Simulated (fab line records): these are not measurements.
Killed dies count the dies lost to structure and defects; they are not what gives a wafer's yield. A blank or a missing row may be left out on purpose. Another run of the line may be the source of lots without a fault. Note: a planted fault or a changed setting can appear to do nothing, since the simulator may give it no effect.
fab line records ; flow n5_finfet
[record] lots = 7; wafers = 21
route steps=1938 shown MIM_BOT_LITHO@1858 TV_LITHO@1880
start_h: hours from the record's first day to the start of the lot's first wafer shown ; wait_h: how many hours have passed since the lot's step before this one ; " the same as in the row above ; L1.1+2: a row that stands for several wafers ; - no value, or no start was given ; * or withheld: withheld ; < > ~ a bound
route shown NAME@n: NAME is a module with steps in the file, n the number in the route of the first one ; usual: mean/standard deviation of fault-free wafers ; same: alike in all rows ; chamber/n: place in a boat ; sites: readings site by site ; _std_site: standard deviation of those values ; _edge_site: mean of outer sites minus mean of inner sites ; radius_mm: for every site, how far away it sits from the centre of the wafer ; mask NAME#n: copy n ; behind: tool/chamber where the wafer was last shaped ; hold: why the lot went on hold/how many hours it stayed there/how the hold came to an end ; device: the transistor (n, p or np) that didn't switch ; end of line: the route-end tests of the same wafers ; step lacking rows: just its recipe ; killed: count of dies lost to structure and defects at first sort (not the wafer's yield) ; map: per-die view of a wafer (x killed, . not killed, _ where there is no die)
set.NAME: the run value of the setting; set.NAME@STEP: its run value at that earlier step ; model.NAME: the simulator's own value behind a step, which no gauge read
lots where settings were altered on purpose, with a table for each step and a row for each wafer
[[steps]]
[step N5_MIM_BOT_LITHO_EXPOSE_05]
[recipe] mask_id = MIM_BOT; na = 0.55; source_shape = conventional; sigma_outer = 0.8; polarization = unpolarized; dose_mj = 24.25
lot.wafer;tool;chamber;start_h;wait_h;mask;set.dose_mj
L076.1+4;krf_scanner-02;0;263.38;-;MIM_BOT#0;25.66
L076.3;krf_scanner-02;0;263.38;-;MIM_BOT#0;24.25
L075.1+5;krf_scanner-01;0;267.89;-;MIM_BOT#0;25.19
L075.3;krf_scanner-01;0;267.89;-;MIM_BOT#0;24.25
L077.2+3;krf_scanner-02;0;288.49;-;MIM_BOT#0;24.25
L077.6;krf_scanner-02;0;288.49;-;MIM_BOT#0;25
L079.4+5+6;krf_scanner-01;0;303.55;-;MIM_BOT#0;24.25
L080.1;krf_scanner-01;0;313.32;-;MIM_BOT#0;22.97
L080.3+4;krf_scanner-01;0;313.32;-;MIM_BOT#0;24.25
L082.4;krf_scanner-02;0;344.37;-;MIM_BOT#0;24.25
L082.5+6;krf_scanner-02;0;344.37;-;MIM_BOT#0;23.51
L088.2+4+5;krf_scanner-02;0;368.96;-;MIM_BOT#0;24.25
[step N5_MIM_BOT_LITHO_PEB_06]
[recipe] peb_temp_c = withheld; peb_time_s = *
[step N5_MIM_BOT_LITHO_DEVELOP_07]
[recipe] develop_time_s = 60; rinse_liquid = diw; dry = air_spin; dev_temp_c = 21
[step N5_MIM_BOT_LITHO_HARDBAKE_09]
[recipe] temp_c = 130; time_s = 120
[step N5_MIM_BOT_LITHO_CD_MEAS_08]
[recipe] target_cd_nm = 3000; landing_energy_ev = 500; detector = se_inlens; polarity = opening
[usual] cd_nm = 3000.9/1.9
lot.wafer;tool;chamber;start_h;wait_h;set.dose_mj@MIM_BOT_LITHO_EXPOSE_05;cd_nm
L076.1;cd_sem-01;0;263.55;-;25.66;3014.4
L076.3;cd_sem-01;0;263.55;-;24.25;3003.0
L076.4;cd_sem-01;0;263.55;-;25.66;3013.6
L075.1;cd_sem-01;0;268.07;-;25.19;3009.9
L075.3;cd_sem-01;0;268.07;-;24.25;3002.0
L075.5;cd_sem-01;0;268.07;-;25.19;3008.4
L077.2;cd_sem-03;0;288.66;-;24.25;2998.4
L077.3;cd_sem-03;0;288.66;-;24.25;2998.8
L077.6;cd_sem-03;0;288.66;-;25;3004.2
L079.4;cd_sem-01;0;303.71;-;24.25;2998.3
L079.5;cd_sem-01;0;303.71;-;24.25;2999.6
L079.6;cd_sem-01;0;303.71;-;24.25;2998.5
L080.1;cd_sem-02;0;313.50;-;22.97;2988.1
L080.3;cd_sem-02;0;313.50;-;24.25;3000.5
L080.4;cd_sem-02;0;313.50;-;24.25;2998.2
L082.4;cd_sem-03;0;344.53;-;24.25;3000.6
L082.5;cd_sem-03;0;344.53;-;23.51;2991.7
L082.6;cd_sem-03;0;344.53;-;23.51;2993.7
L088.2;cd_sem-01;0;369.13;-;24.25;2999.9
L088.4;cd_sem-01;0;369.13;-;24.25;2998.8
L088.5;cd_sem-01;0;369.13;-;24.25;3000.7
[step N5_PASSIVATION_PEB_08]
[recipe] peb_temp_c = withheld; peb_time_s = *
lot.wafer;tool;chamber;start_h;wait_h;set.peb_time_s
L076.1+3;litho_track-04;0;264.95;0.1;*
L076.4;litho_track-04;0;264.95;0.1;*
L075.1+3;litho_track-01;0;270.83;0.1;*
L075.5;litho_track-01;0;270.83;0.1;*
L077.2;litho_track-03;0;290.25;0.0;*
L077.3+6;litho_track-03;0;290.25;0.0;*
L079.4+5;litho_track-01;0;306.36;0.0;*
L079.6;litho_track-01;0;306.36;0.0;*
L080.1+4;litho_track-03;0;315.27;0.1;*
L080.3;litho_track-03;0;315.27;0.1;*
L082.4+6;litho_track-03;0;345.91;0.0;*
L082.5;litho_track-03;0;345.91;0.0;*
L088.2+4+5;litho_track-03;0;371.46;0.0;*
[step N5_PASSIVATION_DEVELOP_09]
[recipe] develop_time_s = 60; rinse_liquid = diw; dry = air_spin; dev_temp_c = 21
[step N5_PASSIVATION_HARDBAKE_11]
[recipe] temp_c = 130; time_s = 120
[step N5_PASSIVATION_CD_MEAS_10]
[recipe] target_cd_nm = 3000; landing_energy_ev = 500; detector = se_inlens
[usual] cd_nm = 3000.1/2
lot.wafer;tool;chamber;start_h;wait_h;set.peb_time_s@PASSIVATION_PEB_08;cd_nm
L076.1;cd_sem-02;0;265.07;-;*;3002.4
L076.3;cd_sem-02;0;265.07;-;*;3000.4
L076.4;cd_sem-02;0;265.07;-;*;2997.1
L075.1;cd_sem-01;0;270.94;-;*;2999.4
L075.3;cd_sem-01;0;270.94;-;*;2997.6
L075.5;cd_sem-01;0;270.94;-;*;3000.9
L077.2;cd_sem-02;0;290.37;-;*;2997.9
L077.3;cd_sem-02;0;290.37;-;*;3001.7
L077.6;cd_sem-02;0;290.37;-;*;2999.0
L079.4;cd_sem-03;0;306.49;-;*;2999.2
L079.5;cd_sem-03;0;306.49;-;*;2996.2
L079.6;cd_sem-03;0;306.49;-;*;2995.1
L080.1;cd_sem-02;0;315.39;-;*;3006.1
L080.3;cd_sem-02;0;315.39;-;*;2998.8
L080.4;cd_sem-02;0;315.39;-;*;3007.1
L082.4;cd_sem-02;0;346.04;-;*;2999.9
L082.5;cd_sem-02;0;346.04;-;*;2991.4
L082.6;cd_sem-02;0;346.04;-;*;3000.1
L088.2;cd_sem-01;0;371.58;-;*;2999.9
L088.4;cd_sem-01;0;371.58;-;*;3001.3
L088.5;cd_sem-01;0;371.58;-;*;2999.2
[[key]]
[split] step = N5_MIM_BOT_LITHO_EXPOSE_05; setting = dose_mj; stated = 24.25; by = wafer
[response] step = N5_MIM_BOT_LITHO_CD_MEAS_08; reading = cd_nm; change = +2.01; per = 1%; r = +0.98
[split] step = N5_PASSIVATION_PEB_08; setting = peb_time_s; stated = *; by = wafer
[response] step = N5_PASSIVATION_CD_MEAS_10; reading = cd_nm; change = +0.324; per = 1%; r = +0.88
